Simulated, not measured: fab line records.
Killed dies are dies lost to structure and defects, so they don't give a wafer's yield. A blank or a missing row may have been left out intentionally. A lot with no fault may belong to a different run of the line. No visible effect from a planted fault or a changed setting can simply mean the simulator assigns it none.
Matching of chambers | flow n5 finfet | 4 sister chambers for N5_HKMG_FIN_ETCH_31 on rie diel-05
The step etches SiARC in CF4, target depth 45.5 nm, time 75.8 s. 18 wafers are shown with their chamber, then 9 later ones without.

== EACH WAFER AND ITS CHAMBER ==
wafer  | chamber | drypump motor current A (A) | showerhead plenum p Torr (Torr) | throttle valve pct (%)
L074.1 | 1       | 5.9                         | 2.24                            | 15.90
L074.2 | 3       | 5.8                         | 2.21                            | 15.28
L074.3 | 2       | 5.4                         | 2.11                            | 15.34
L074.4 | 2       | 5.4                         | 2.11                            | 15.36
L074.5 | 3       | 5.8                         | 2.21                            | 15.28
L074.6 | 1       | 5.8                         | 2.24                            | 15.91
L077.1 | 3       | 5.8                         | 2.20                            | 15.31
L077.4 | 2       | 5.4                         | 2.11                            | 15.37
L077.6 | 0       | 6.2                         | 2.27                            | 15.17
L080.3 | 3       | 5.8                         | 2.20                            | 15.32
L080.4 | 1       | 5.8                         | 2.23                            | 15.96
L080.5 | 0       | 6.2                         | 2.27                            | 15.17
L081.1 | 0       | 6.2                         | 2.27                            | 15.18
L081.5 | 0       | 6.2                         | 2.27                            | 15.19
L081.6 | 3       | 5.8                         | 2.20                            | 15.30
L085.1 | 0       | 6.2                         | 2.26                            | 15.20
L085.3 | 3       | 5.8                         | 2.20                            | 15.33
L085.4 | 1       | 5.8                         | 2.23                            | 15.96

SIGNATURES, as means of the wafers listed above
reading                  | chamber 0 | chamber 1 | chamber 2 | chamber 3 | scatter within a chamber
drypump motor current A  | 6.200     | 5.825     | 5.400     | 5.800     | 0.0231
showerhead plenum p Torr | 2.2680    | 2.2350    | 2.1100    | 2.2033    | 0.00473
throttle valve pct       | 15.1820   | 15.9325   | 15.3567   | 15.3033   | 0.0213
Rule: for a wafer and a chamber, the distance is found by dividing, reading by reading, the gap between the wafer's reading and the chamber's mean by the reading's scatter, squaring, summing and taking the root. The wafer belongs to the nearest chamber; if the next one is less than 2 further off, it can't be placed. The scatter: take each reading less its chamber's mean, square it, sum over the shown wafers, divide by the number of wafers less the number of chambers, and take the root.

== WAFERS WITH NO CHAMBER GIVEN ==
wafer  | drypump motor current A (A) | showerhead plenum p Torr (Torr) | throttle valve pct (%)
L086.1 | 6.2                         | 2.26                            | 15.21
L086.3 | 5.4                         | 2.11                            | 15.41
L086.5 | 5.8                         | 2.20                            | 15.32
L089.1 | 5.4                         | 2.10                            | 15.41
L089.4 | 5.9                         | 2.20                            | 15.35
L089.6 | 6.2                         | 2.26                            | 15.21
L090.1 | 5.5                         | 2.10                            | 15.42
L090.2 | 6.2                         | 2.26                            | 15.23
L090.3 | 5.8                         | 2.23                            | 16.00

== THE CHAMBER EACH PASSED THROUGH ==
wafer  | from the rows above | in truth
L086.1 | 0                   | 0
L086.3 | 2                   | 2
L086.5 | 3                   | 3
L089.1 | 2                   | 2
L089.4 | 3                   | 3
L089.6 | 0                   | 0
L090.1 | 2                   | 2
L090.2 | 0                   | 0
L090.3 | 1                   | 1
Correctly placed: 9 of 9. Can't be placed from these rows: 0. Number placed wrongly: 0.
